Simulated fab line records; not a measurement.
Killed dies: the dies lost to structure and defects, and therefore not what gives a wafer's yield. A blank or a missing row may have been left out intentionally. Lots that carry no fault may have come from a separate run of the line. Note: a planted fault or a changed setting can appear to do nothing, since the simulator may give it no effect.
Struck lot and sound lot, side by side	flow n5-finfet	30 steps out of a route of 1938
Sound: the wafers L702.2, L702.4, L702.6. Wafers L695.1, L695.2, L695.4 were the ones struck. The cause comes at the end.
Per side, at each step with rows, come the tool, then ch with its chambers, and then its first start. Under that, the readings that differ: sound wafers	struck wafers	difference of the means	sigmas: that difference in standard deviations of wafers without a fault.
alike: words and numbers the same on both sides, and readings whose means are apart by under 2 such deviations; not compared: readings that were withheld, readings missing a value for some wafer, numbers with overlapping values and no deviation given by the record, and bounds like >300 which may hide the same value.
A row with sigmas, a row that says differs or no value, or rows on one side alone: a step with any of these is where the two part. When numbers do not overlap yet have no deviation, they are printed without sigmas and do not part them. Lack of a reading on every wafer of one side parts them only where that side has two or more wafers.

first, 11 steps without rows for these wafers: N5_BEOL_M4_SPUTTER_92 (material Cu, target thk 4.5 nm, time 8.29 s); N5_BEOL_M4_ANNEAL_93 (time 240 s); N5_BEOL_M4_SPUTTER_94 (material Cu, target thk 4.5 nm, time 8.29 s); N5_BEOL_M4_ANNEAL_95 (time 240 s); N5_BEOL_M4_SPUTTER_96 (material Cu, target thk 4.5 nm, time 8.29 s); N5_BEOL_M4_ECD_50 (material Cu, target thk 300 nm); N5_BEOL_M4_ANNEAL_51 (time 90 s); N5_BEOL_M4_CMP_52 (polishes, stops on SiOC, t overpolish 6.8 s, target thk 40 nm); N5_BEOL_M4_PRE_CLEAN_60 (time 15 s); N5_BEOL_M4_CO_CAP_55 (material Co, precursor CCTBA/H2, target thk 2 nm, time 102.1 s); N5_BEOL_M4_PRE_CLEAN_56 (time 15 s).
N5_BEOL_M4_DEP_57: deposits SiCN from 3MS/NH3, target thk 8 nm, time 14 s.
  sound on pecvd-03 ch 0,2, day 14 02:37; struck on pecvd-04 ch 1,2, day 11 15:26
  alike: chamber-pressure-Torr, showerhead-plenum-p-Torr, showerhead-vpp-V, throttle-valve-pct
N5_BEOL_M4_INSPECT_59: inspects for defects (darkfield).
  struck on defect-inspect-02, day 11 15:32; sound on defect-inspect-02, day 14 02:43
reading	sound	struck	difference	sigmas
raw-defect-count	65 67 67	1013 1041 982	+946	+43
N5_BEOL_M4_RC_MEAS_101:
  sound on prober-01 ch 0, day 14 02:54; struck on prober-01 ch 0, day 11 15:34
  alike: DIBL_N, DIBL_P, IOFF_N, IOFF_P, ION_N, ION_P, SS_N, SS_P, VT_N, VT_P
then, 13 steps without rows for these wafers: N5_BEOL_M5_ILD_DEP_00 (deposits SiCOH lowk from DEMS/porogen, target thk 140.64 nm, time 25.9 s); N5_BEOL_M5_CURE_79 (cures SiCOH lowk, time 240 s); N5_BEOL_M5_PECVD_70 (deposits SiO2 from TEOS/O2, target thk 16 nm, time 18 s); N5_BEOL_M5_HM_DEP_02 (deposits TiN, target thk 20 nm); N5_BEOL_M5_COAT_59 (time 60 s, resist thk 60 nm); N5_BEOL_M5_COAT_60 (time 60 s, resist thk 12 nm); N5_BEOL_M5_COAT_71 (time 60 s, resist thk 5 nm); N5_BEOL_M5_COAT_05 (resist thk 30 nm); N5_BEOL_M5_EBR_07; N5_BEOL_M5_SOFTBAKE_06 (time 60 s); N5_BEOL_M5_EXPOSE_08 (exposes mask M5, target cd 28 nm); N5_BEOL_M5_PEB_09 (peb time 60 s); N5_BEOL_M5_DEVELOP_10 (develop time 30 s).
N5_BEOL_M5_INSPECT_13: inspects for defects (brightfield).
  struck on defect-inspect-02, day 11 18:40; sound on defect-inspect-01, day 14 06:02
reading	sound	struck	difference	sigmas
raw-defect-count	447 435 426	1309 1386 1248	+878	+11
then, 1 step without rows for these wafers: N5_BEOL_M5_DESCUM_16 (chemistry O2, time 7 s).
-- a jump in the record: the struck wafers' starts before and after are 4 days apart (it breaks off in module BEOL_M5 and resumes in module PASSIVATION, where the first step shown is number 1936 of the route) --
N5_PASSIVATION_PROBE_49:
  the record has rows for the struck wafers here (prober-02, day 15 23:04) and none for the sound ones

## WHERE THEY PART
Earliest at N5_BEOL_M4_INSPECT_59; latest, in this record, at N5_PASSIVATION_PROBE_49.

WHY: whatever the simulator had introduced
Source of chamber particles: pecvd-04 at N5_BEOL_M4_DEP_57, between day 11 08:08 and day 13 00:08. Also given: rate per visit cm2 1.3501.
